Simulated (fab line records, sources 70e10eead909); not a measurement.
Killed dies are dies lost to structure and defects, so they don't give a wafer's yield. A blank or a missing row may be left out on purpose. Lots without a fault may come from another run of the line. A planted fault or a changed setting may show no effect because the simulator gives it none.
fab line records | flow nand_harc
record lots=11 wafers=33 last_day=32
route steps=1302 shown A_CONTACT@1042 END@1302
lots that met no fault: from a run of the same line without faults
start_h: hours from the record's first day to the start of the lot's first wafer shown | wait_h: hours since the lot's step before | " the same as in the row above | L1.1+2: a row that stands for several wafers | - no value, or no start given | * or withheld: withheld | < > ~ a bound
route shown NAME@n: a module of which the file shows steps, and the number in the route of the first | usual: mean/standard deviation of fault-free wafers | same: alike in all rows | chamber/n: place in a boat | sites: the reading at each site | _std_site: their standard deviation | _edge_site: outer sites' mean less inner sites' | radius_mm: how far each site lies from the wafer's centre | mask NAME#n: copy n | behind: the tool/chamber that last shaped the wafer | hold: why the lot was held/for how many hours/how that ended | device: the transistor (n, p or np) that didn't switch | end of line: the same wafers' tests at the end of the route | a step without rows: its recipe alone | killed: dies lost to structure and defects at the first sort, not the wafer's yield | map: a wafer's dies, x killed, . not, _ none there
set.NAME: the setting as run; set.NAME@STEP: as run at that earlier step | model.NAME: the simulator's own value behind a step, which no gauge read
steps of the route over a sample of lots; a table a step, a row a wafer
services: from which hour (start_h, from the record's first day; less than 0 if before it) a tool's chamber was out of use, for how many hours, and why
## steps
# step NHARC_A_CONTACT_DESCUM_74
# recipe time_s=3 o2_flow_sccm=200 ar_flow_sccm=0 bias_power_w=0 chemistry=O2
# usual drypump_motor_current_A=5.8/0.45 oes_product_au=0.995/0.011 rf_vpp_V=57.7/0.9 showerhead_plenum_p_Torr=1.92/0.1 throttle_valve_pct=11.310/0.0087
# columns lot.wafer tool chamber start_h wait_h drypump_motor_current_A oes_product_au rf_hours_counter_h rf_vpp_V showerhead_plenum_p_Torr throttle_valve_pct
L660.2 rie_diel-12 1 514.28 0.1 6.5 0.999 17 57.5 1.88 11.324
L660.1 " 2 " " 5.1 1.017 22 59.6 2.07 11.297
L660.5 " 0 " " 4.9 0.994 - 57.1 1.78 11.310
L662.3 rie_diel-05 1 543.89 0.1 6.2 1.005 23 58.3 2.00 11.313
L662.4 " 2 " " 5.9 1.004 25 56.6 1.86 11.318
L662.5 " 1 " " 6.2 0.993 - 58.7 2.00 11.320
L663.4 rie_diel-05 2 568.61 0.1 5.8 1.001 28 56.8 1.86 11.308
L663.6 " 1 " " 6.2 0.996 - 57.8 2.00 11.318
L663.5 " 2 " " 5.8 1.005 - 57.6 1.86 11.292
L666.2 rie_diel-05 2 575.72 0.1 5.9 1.010 30 56.8 1.86 11.316
L666.1 " 0 " " 6.0 1.012 29 55.9 1.77 11.308
L666.5 " 1 " " 6.2 1.002 - 58.2 2.00 11.314
L667.4 rie_diel-02 0 584.39 0.1 5.8 0.995 1 58.3 2.04 11.324
L667.3 " 1 " " 5.0 1.001 1 58.4 2.06 11.313
L667.2 " 2 " " 6.5 0.995 1 57.1 1.86 11.313
L665.3 rie_diel-12 0 588.57 0.1 4.9 0.999 47 56.8 1.77 11.296
L665.4 " 2 " " 5.1 1.016 44 58.3 2.06 11.302
L665.6 " 3 " " 5.8 0.986 - 57.4 1.95 11.314
L671.4 rie_diel-02 0 624.76 0.1 5.8 1.010 12 58.1 2.03 11.317
L671.6 " 3 " " 5.9 0.995 - 58.5 1.83 11.293
L671.5 " 0 " " 5.8 1.017 - 58.2 2.03 11.314
L676.1 rie_diel-05 0 674.21 0.1 6.0 0.978 14 57.6 1.77 11.311
L676.3 " 3 " " 5.7 0.995 14 59.2 1.94 11.309
L676.5 " 1 " " 6.2 0.983 - 58.3 1.99 11.327
L678.4 rie_diel-05 0 695.51 0.1 6.0 0.981 18 54.9 1.76 11.308
L678.3 " 2 " " 5.8 0.993 17 56.5 1.85 11.314
L678.5 " 3 " " 5.7 0.988 - 59.6 1.94 11.302
L681.1 rie_diel-12 1 703.16 0.1 6.5 1.003 19 56.4 1.86 11.311
L681.3 " 2 " " 5.1 1.007 22 58.4 2.05 11.326
L681.6 " 0 " " 4.9 0.999 - 57.1 2.07 11.311
L679.4 rie_diel-05 3 703.52 0.1 5.7 0.984 18 57.9 1.94 11.302
L679.3 " 1 " " 6.2 0.978 20 57.6 1.99 11.312
L679.2 " 2 " " 5.9 0.989 18 58.4 1.85 11.299
# step NHARC_A_CONTACT_ETCH_75
# recipe target_depth_a=390 over_etch_frac=0.3 time_s=65 ion_energy_ev=80 cf4_flow_sccm=150 ar_flow_sccm=0 rf_w=300 bias_w=100 chemistry=CF4
# usual bias_w=100.0/0.31 cf4_flow_sccm=150.0/0.45 drypump_motor_current_A=5.8/0.45 oes_product_au=0.992/0.012 rf_vpp_V=151.4/1.4 showerhead_plenum_p_Torr=1.78/0.086 throttle_valve_pct=13.285/0.0096
# columns lot.wafer tool chamber start_h wait_h bias_w cf4_flow_sccm drypump_motor_current_A oes_product_au rf_hours_counter_h rf_vpp_V showerhead_plenum_p_Torr throttle_valve_pct
L660.2 rie_diel-12 3 514.53 0.2 99.9 150.6 5.7 0.984 22 153.6 1.81 13.283
L660.1 " 1 " " 99.8 149.8 6.5 0.997 18 151.5 1.74 13.296
L660.5 " 3 " " 100.8 150.3 5.7 0.987 - 153.0 1.81 13.296
L662.4 rie_diel-05 2 543.99 0.1 100.2 149.8 5.9 0.989 25 151.8 1.72 13.292
L662.3 " 3 " " 100.1 150.2 5.7 1.003 24 150.7 1.80 13.274
L662.5 " 0 " " 100.5 150.0 6.0 1.013 - 150.5 1.65 13.276
L663.4 rie_diel-05 1 568.69 0.1 100.2 150.2 6.2 1.003 26 153.1 1.84 13.286
L663.5 " 0 " " 99.8 149.6 6.0 1.012 - 147.8 1.65 13.276
L663.6 " 1 " " 99.9 150.8 6.2 0.983 - 152.6 1.84 13.282
L666.1 rie_diel-05 2 575.80 0.1 99.6 148.8 5.9 0.998 30 149.2 1.72 13.282
L666.2 " 0 " " 100.0 150.3 6.0 1.025 29 149.9 1.65 13.292
L666.5 " 2 " " 99.9 149.3 5.8 1.000 - 149.9 1.72 13.288
L667.2 rie_diel-02 2 584.47 0.1 99.7 149.3 6.6 0.988 1 151.3 1.72 13.287
L667.3 " 3 " " 100.4 150.0 5.9 1.002 1 150.4 1.70 13.270
L667.4 " 0 " " 99.8 149.4 5.8 1.011 1 152.7 1.87 13.288
L665.3 rie_diel-12 1 588.79 0.2 99.8 150.0 6.5 1.009 43 150.1 1.73 13.282
L665.4 " 2 " " 99.8 149.4 5.1 1.003 44 153.6 1.90 13.286
L665.6 " 1 " " 99.9 150.0 6.5 1.012 - 150.5 1.73 13.292
L671.4 rie_diel-02 3 624.88 0.1 100.1 149.5 5.9 0.999 15 150.0 1.70 13.275
L671.6 " 3 " " 99.7 150.4 5.9 0.992 - 149.8 1.70 13.300
L671.5 " 0 " " 99.5 149.9 5.8 1.009 - 153.3 1.87 13.280
L676.3 rie_diel-05 0 674.30 0.1 99.8 150.0 6.0 0.984 14 152.0 1.64 13.276
L676.1 " 1 " " 100.0 149.9 6.2 0.972 15 151.1 1.84 13.288
L676.5 " 3 " " 100.2 149.8 5.7 0.979 - 152.3 1.79 13.271
L678.3 rie_diel-05 0 695.59 0.1 100.0 149.6 6.0 0.980 18 149.9 1.64 13.280
L678.4 " 3 " " 100.3 149.9 5.7 0.973 17 151.4 1.79 13.295
L678.5 " 1 " " 100.4 149.5 6.2 0.981 - 152.1 1.84 13.285
L681.1 rie_diel-12 2 703.23 0.1 99.8 149.5 5.1 1.001 22 151.9 1.89 13.276
L681.3 " 3 " " 99.5 150.1 5.7 0.987 19 151.9 1.79 13.281
L681.6 " 1 " " 100.1 150.5 6.5 0.997 - 150.3 1.72 13.302
L679.2 rie_diel-05 1 703.60 0.1 99.7 149.9 6.2 0.974 20 151.7 1.84 13.282
L679.3 " 3 " " 99.3 149.8 5.7 0.982 18 151.6 1.79 13.281
L679.4 " 0 " " 99.4 149.5 6.0 0.972 20 150.4 1.64 13.290
# step NHARC_A_CONTACT_ETCH_76
# recipe target_depth_a=2600 over_etch_frac=0.3 time_s=475.3 ion_energy_ev=200 n2_flow_sccm=150 h2_flow_sccm=150 ar_flow_sccm=0 rf_w=400 bias_w=150 chemistry=N2/H2
# usual bias_w=150.0/0.46 chamber_pressure_mTorr=30.002/0.026 drypump_motor_current_A=5.8/0.44 h2_flow_sccm=150.0/0.41 n2_flow_sccm=150.0/0.47 oes_product_au=0.991/0.01 rf_vpp_V=430/3 showerhead_plenum_p_Torr=2.04/0.11 throttle_valve_pct=14.172/0.0088
# columns lot.wafer tool chamber start_h wait_h bias_w chamber_pressure_mTorr drypump_motor_current_A h2_flow_sccm n2_flow_sccm oes_product_au rf_hours_counter_h rf_vpp_V showerhead_plenum_p_Torr throttle_valve_pct
L660.1 rie_diel-12 1 - - 150.8 29.986 6.5 149.9 150.4 0.995 18 430 2.00 14.162
L660.2 " 2 " " 150.2 30.029 5.1 149.6 149.0 1.014 22 435 2.21 14.186
L660.5 " 0 " " 149.8 30.046 4.9 150.0 149.7 0.994 - 428 1.89 14.173
L662.3 rie_diel-05 1 - - 150.0 29.933 6.2 149.0 150.1 0.991 23 432 2.14 14.173
L662.4 " 0 " " 150.6 30.012 6.0 149.8 150.4 1.018 23 427 1.89 14.176
L662.5 " 2 " " 150.2 29.926 5.8 149.9 150.2 0.999 - 428 1.98 14.155
L663.4 rie_diel-05 1 - - 150.6 29.958 6.2 149.7 149.5 0.998 26 433 2.13 14.167
L663.6 " 3 " " 149.9 30.035 5.8 149.5 150.8 1.001 - 431 2.08 14.177
L663.5 " 0 " " 149.8 30.021 6.0 150.2 150.4 1.018 - 426 1.88 14.152
L666.2 rie_diel-05 0 - - 149.3 29.974 6.0 150.0 150.7 1.015 29 426 1.88 14.169
L666.1 " 1 " " 149.4 30.029 6.2 149.7 149.9 0.991 28 431 2.13 14.171
L666.5 " 2 " " 149.9 29.988 5.8 150.4 150.3 1.002 - 429 1.98 14.183
L667.4 rie_diel-02 3 - - 149.7 29.989 5.9 150.3 149.8 0.981 1 429 1.95 14.162
L667.3 " 0 " " 150.3 30.016 5.8 149.3 150.1 0.994 1 434 2.18 14.174
L667.2 " 2 " " 150.0 29.992 6.5 150.0 149.6 0.988 1 428 1.98 14.180
L665.4 rie_diel-12 2 - - 149.6 30.021 5.1 150.1 150.3 0.999 44 434 2.20 14.174
L665.3 " 0 " " 149.6 30.008 4.9 149.9 150.2 0.994 48 425 1.89 14.165
L665.6 " 3 " " 150.2 30.003 5.7 149.9 149.0 0.996 - 431 2.08 14.180
L671.4 rie_diel-02 2 - - 150.5 30.019 6.5 149.7 150.2 0.997 16 429 1.98 14.173
L671.6 " 2 " " 150.0 29.968 6.6 149.8 149.6 0.995 - 430 1.98 14.173
L671.5 " 3 " " 149.3 30.025 6.0 149.8 149.7 0.990 - 428 1.95 14.175
L676.3 rie_diel-05 2 - - 150.2 29.997 5.9 150.1 150.1 0.984 13 429 1.98 14.169
L676.1 " 0 " " 150.4 30.029 6.0 150.0 149.5 0.993 14 424 1.88 14.169
L676.5 " 3 " " 150.2 29.984 5.8 149.6 150.1 0.988 - 430 2.07 14.166
L678.4 rie_diel-05 2 - - 150.5 30.015 5.8 149.4 150.8 0.983 17 429 1.97 14.163
L678.3 " 0 " " 151.1 29.990 6.0 150.5 149.3 0.979 18 425 1.88 14.162
L678.5 " 2 " " 149.9 30.034 5.8 149.7 150.5 0.997 - 429 1.97 14.154
L681.1 rie_diel-12 3 - - 149.8 30.065 5.7 151.1 150.4 0.990 19 432 2.07 14.180
L681.3 " 0 " " 149.6 29.998 4.9 149.5 149.9 0.990 17 434 2.21 14.168
L681.6 " 2 " " 149.8 30.013 5.1 150.4 150.3 0.990 - 434 2.19 14.169
L679.3 rie_diel-05 3 - - 149.3 30.000 5.8 149.7 149.5 0.992 18 432 2.07 14.172
L679.2 " 0 " " 150.5 29.962 6.0 149.7 149.6 0.986 20 426 1.88 14.170
L679.4 " 1 " " 150.1 29.995 6.2 149.4 150.6 0.983 20 433 2.12 14.167
# step NHARC_A_CONTACT_ETCH_132
# recipe source_w=withheld pressure_mtorr=20 bias_v=3000 time_s=197 target_depth_a=19240 ar_flow_sccm=withheld c4f8_flow_sccm=withheld o2_flow_sccm=withheld chemistry=C4F8/O2/Ar
# usual chamber_pressure_mTorr=20.001/0.018 oes_air_line_au=0.999/0.022
# columns lot.wafer tool chamber start_h wait_h chamber_pressure_mTorr oes_air_line_au rf_hours_counter_h
L660.2 har_cap_etch-03 0 517.95 0.2 20.012 0.994 47
L660.1 " 1 " " 20.003 0.990 47
L660.5 " 1 " " 20.020 1.044 -
L662.3 har_cap_etch-02 1 547.41 0.2 19.993 1.025 -
L662.4 " 0 " " 19.982 1.030 -
L662.5 " 0 " " 19.978 1.003 -
L663.4 har_cap_etch-03 0 571.67 0.1 19.992 0.983 -
L663.5 " 1 " " 19.999 0.992 -
L663.6 " 0 " " 19.974 1.013 -
L666.2 har_cap_etch-01 0 578.69 0.1 20.034 1.013 10
L666.1 " 1 " " 19.999 0.989 10
L666.5 " 1 " " 19.993 0.952 -
L667.2 har_cap_etch-03 1 587.37 0.1 19.996 1.014 59
L667.3 " 1 " " 20.029 1.028 -
L667.4 " 0 " " 19.994 0.998 -
L665.4 har_cap_etch-02 1 593.03 0.1 19.985 0.976 -
L665.3 " 0 " " 20.038 0.983 -
L665.6 " 1 " " 20.004 0.970 -
L671.4 har_cap_etch-01 0 627.83 0.1 19.995 1.007 -
L671.5 " 0 " " 20.036 1.021 -
L671.6 " 1 " " 19.998 0.974 -
L676.1 har_cap_etch-01 0 677.19 0.1 19.981 1.022 31
L676.3 " 0 " " 20.013 0.996 -
L676.5 " 1 " " 20.028 0.973 -
L678.4 har_cap_etch-03 1 699.05 0.2 - - -
L678.3 " 0 " " - - -
L678.5 " 1 " " - - -
L681.1 har_cap_etch-02 0 706.15 0.1 - - -
L681.3 " 1 " " - - -
L681.6 " 1 " " - - -
L679.2 har_cap_etch-03 1 706.50 0.1 - - -
L679.3 " 1 " " - - -
L679.4 " 0 " " - - -
# step NHARC_END_SORT_01
# recipe temp_c=25
# usual killed_at_array=53/18 killed_at_other=1.0/1.2 killed_at_periphery=3.6/2.4 killed_dies=58/18 killed_open=3.4/1.8 killed_short=2.3/1.5
# same gross_dies=677
# columns lot.wafer tool chamber start_h wait_h killed_at_array killed_at_other killed_at_periphery killed_dies killed_open killed_short
L667.2 prober-02 0 644.66 2.8 50 1 2 53 5 5
L667.3 prober-02 0 645.46 3.1 53 1 3 57 3 1
L667.4 prober-02 0 646.25 3.4 47 1 5 53 6 6
L676.1 prober-02 0 732.99 2.5 35 0 2 37 5 1
L676.3 prober-02 0 734.59 3.1 34 1 3 38 0 2
L676.5 prober-02 0 736.19 3.7 27 1 1 29 2 0
L678.3 prober-01 0 765.30 3.1 676 0 1 677 2 2
L678.4 prober-01 0 766.09 3.4 674 0 3 677 4 2
L678.5 prober-01 0 766.88 3.6 674 0 3 677 3 1
L679.2 prober-02 0 765.80 2.8 676 0 1 677 3 0
L679.3 prober-02 0 766.59 3.1 675 1 1 677 5 1
L679.4 prober-02 0 767.38 3.4 673 2 2 677 7 1
L681.1 prober-01 0 771.47 2.5 674 0 3 677 2 3
L681.3 prober-01 0 773.09 3.1 673 0 4 677 3 5
L681.6 prober-01 0 775.53 4.1 674 0 3 677 4 0
# killed by level:class
L667.2 A_CHANNEL_HOLE_D2:chamber_film_flake=29 A_CHANNEL_HOLE_D1:chamber_film_flake=4 A_WL_FILL:chamber_film_flake=3 A_CONTACT:chamber_film_flake=3 A_DECK1_JOINT:geometric_particle:short=2 A_SLIT:chamber_film_flake=2 P_CONTACT:geometric_particle:short=1 P_CONTACT:geometric_particle:open=1
L667.3 A_CHANNEL_HOLE_D2:chamber_film_flake=36 A_STAIRCASE:chamber_film_flake=4 A_CONTACT:chamber_film_flake=4 P_GATE:chamber_film_flake=2 A_CHANNEL_HOLE_D1:chamber_film_flake=2 A_CHANNEL_FILL_D1:chamber_film_flake=2 A_DECK1_JOINT:chamber_film_flake=2 P_M0:geometric_particle:open=1
L667.4 A_CHANNEL_HOLE_D2:chamber_film_flake=27 A_CHANNEL_FILL_D1:chamber_film_flake=4 A_CHANNEL_FILL_D2:geometric_particle:short=3 A_CHANNEL_HOLE_D1:chamber_film_flake=2 A_WL_FILL:chamber_film_flake=2 P_CONTACT:geometric_particle:open=1 P_CONTACT:geometric_particle:short=1 P_M0:geometric_particle:open=1
L676.1 A_CHANNEL_HOLE_D2:chamber_film_flake=16 A_CHANNEL_HOLE_D1:chamber_film_flake=5 A_SLIT:chamber_film_flake=5 A_ONON_D2:geometric_particle:open=2 A_DECK1_JOINT:chamber_film_flake=2 A_STAIRCASE:chamber_film_flake=2 P_CONTACT:geometric_particle:open=1 P_M1:geometric_particle:open=1
L676.3 A_CHANNEL_HOLE_D1:chamber_film_flake=11 A_CHANNEL_HOLE_D2:chamber_film_flake=10 A_SLIT:chamber_film_flake=5 A_STAIRCASE:chamber_film_flake=3 A_CONTACT:chamber_film_flake=3 P_CONTACT:geometric_particle:short=2 A_DECK1_JOINT:chamber_film_flake=2 P_ZERO_WELL:chamber_film_flake=1
L676.5 A_CHANNEL_HOLE_D2:chamber_film_flake=9 A_CHANNEL_HOLE_D1:chamber_film_flake=5 A_DECK1_JOINT:chamber_film_flake=3 A_STAIRCASE:chamber_film_flake=3 A_SLIT:chamber_film_flake=3 A_CONTACT:chamber_film_flake=2 P_M1:geometric_particle:open=1 A_BLC:geometric_particle:open=1
L678.3 A_CONTACT:area_etch=632 A_SLIT:chamber_film_flake=16 A_CHANNEL_HOLE_D2:chamber_film_flake=9 A_CHANNEL_HOLE_D1:chamber_film_flake=8 A_STAIRCASE:chamber_film_flake=6 A_WL_FILL:geometric_particle:short=2 A_ONON_D1:geometric_particle:open=1 A_WL_FILL:geometric_particle:open=1
L679.2 A_CONTACT:area_etch=635 A_CHANNEL_HOLE_D2:chamber_film_flake=16 A_CHANNEL_HOLE_D1:chamber_film_flake=11 A_SLIT:chamber_film_flake=5 A_DECK1_JOINT:geometric_particle:open=3 A_CONTACT:chamber_film_flake=3 A_BLC:chamber_film_flake=3 P_GATE:chamber_film_flake=1
L678.4 A_CONTACT:area_etch=621 A_SLIT:chamber_film_flake=21 A_CHANNEL_HOLE_D1:chamber_film_flake=11 A_CHANNEL_HOLE_D2:chamber_film_flake=8 A_STAIRCASE:chamber_film_flake=4 A_CONTACT:chamber_film_flake=3 A_CONTACT:geometric_particle:open=2 P_CONTACT:geometric_particle:short=1
L679.3 A_CONTACT:area_etch=621 A_CHANNEL_HOLE_D2:chamber_film_flake=16 A_CHANNEL_HOLE_D1:chamber_film_flake=14 A_SLIT:chamber_film_flake=14 A_BLC:chamber_film_flake=5 P_GATE:geometric_particle:open=1 A_ONON_D1:geometric_particle:short=1 A_ONON_D1:geometric_particle:open=1
L678.5 A_CONTACT:area_etch=624 A_SLIT:chamber_film_flake=14 A_CHANNEL_HOLE_D2:chamber_film_flake=14 A_CHANNEL_HOLE_D1:chamber_film_flake=8 A_CONTACT:chamber_film_flake=6 P_ZERO_WELL:chamber_film_flake=3 A_STAIRCASE:chamber_film_flake=3 A_SOURCE_PLATE:geometric_particle:open=1
L679.4 A_CONTACT:area_etch=622 A_CHANNEL_HOLE_D1:chamber_film_flake=13 A_CHANNEL_HOLE_D2:chamber_film_flake=12 A_CONTACT:chamber_film_flake=6 A_SLIT:chamber_film_flake=5 A_ZERO_WELL:chamber_film_flake=4 A_STAIRCASE:chamber_film_flake=3 A_CHANNEL_FILL_D2:geometric_particle:open=2
L681.1 A_CONTACT:area_etch=617 A_SLIT:chamber_film_flake=21 A_CHANNEL_HOLE_D2:chamber_film_flake=18 A_CONTACT:chamber_film_flake=12 A_CHANNEL_HOLE_D1:chamber_film_flake=2 P_CONTACT:geometric_particle:short=1 P_M0:geometric_particle:open=1 P_M1:geometric_particle:open=1
L681.3 A_CONTACT:area_etch=631 A_SLIT:chamber_film_flake=14 A_CHANNEL_HOLE_D2:chamber_film_flake=12 A_CONTACT:chamber_film_flake=6 A_WL_FILL:geometric_particle:short=2 P_GATE:geometric_particle:open=1 P_CONTACT:geometric_particle:short=1 A_DECK1_JOINT:geometric_particle:short=1
L681.6 A_CONTACT:area_etch=641 A_SLIT:chamber_film_flake=17 A_CHANNEL_HOLE_D2:chamber_film_flake=7 A_CONTACT:chamber_film_flake=3 P_CONTACT:geometric_particle:open=1 A_ONON_D1:geometric_particle:open=1 A_ONON_D2:geometric_particle:open=1 A_CHANNEL_FILL_D2:geometric_particle:open=1
## services
# columns tool chamber start_h hours kind
har_cap_etch-01 - 497.00 17.0 pm
rie_diel-05 0 513.63 - clean
rie_diel-05 1 513.63 - clean
rie_diel-05 2 513.63 - clean
rie_diel-05 3 513.63 - clean
rie_diel-05 0 538.13 - clean
rie_diel-05 1 538.13 - clean
rie_diel-05 2 538.13 - clean
rie_diel-05 3 538.13 - clean
rie_diel-02 2 547.77 7.8 repair
rie_diel-05 0 562.63 - clean
rie_diel-05 1 562.63 - clean
rie_diel-05 2 562.63 - clean
rie_diel-05 3 562.63 - clean
rie_diel-05 - 583.60 9.0 pm
rie_diel-05 0 583.60 9.0 vent_cycle
rie_diel-05 1 583.60 9.0 vent_cycle
rie_diel-05 2 583.60 16.7 vent_cycle
rie_diel-05 3 583.60 9.0 vent_cycle
rie_diel-05 0 592.60 - clean
rie_diel-05 1 592.60 - clean
rie_diel-12 - 625.42 9.0 pm
rie_diel-02 3 640.50 3.0 repair
rie_diel-12 1 689.66 4.9 repair
## key
first_sign step=NHARC_A_CONTACT_ETCH_132 reading=tool_record direction=missing
effect step=NHARC_END_SORT_01 reading=killed_at_array direction=up sigmas=35 usual=53 struck=674
more_kills_born_at NHARC_A_CONTACT_ETCH_132@har_cap_etch-03=3755 NHARC_A_CONTACT_ETCH_132@har_cap_etch-02=1889
met_at NHARC_A_CONTACT_ETCH_132
struck_lots L678,L679,L681
later_rows_left_out L678.3,L678.4,L678.5,L679.2,L679.3,L679.4,L681.1,L681.3,L681.6
tester_left_out L678,L679,L681
not_acting_at NHARC_A_CONTACT_DESCUM_74,NHARC_A_CONTACT_ETCH_75,NHARC_A_CONTACT_ETCH_76
onset_between 593.03 699.05
fault kind=skipped_step_whole tool=har_cap_etch-02,har_cap_etch-03 chamber=- onset_h=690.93 steps=NHARC_A_CONTACT_ETCH_132 scope=struck_lots_only
# tester_left_out: of these lots the tester's yield and bins aren't shown, on N5 and GAA mostly nor the transistor test; their killed dies are dies lost to structure and defects alone, not to doping, threshold or leakage, so they don't give the yield
# later_rows_left_out: the simulator's readings of these wafers behind a module that went badly wrong aren't trusted and aren't shown, but for the sort
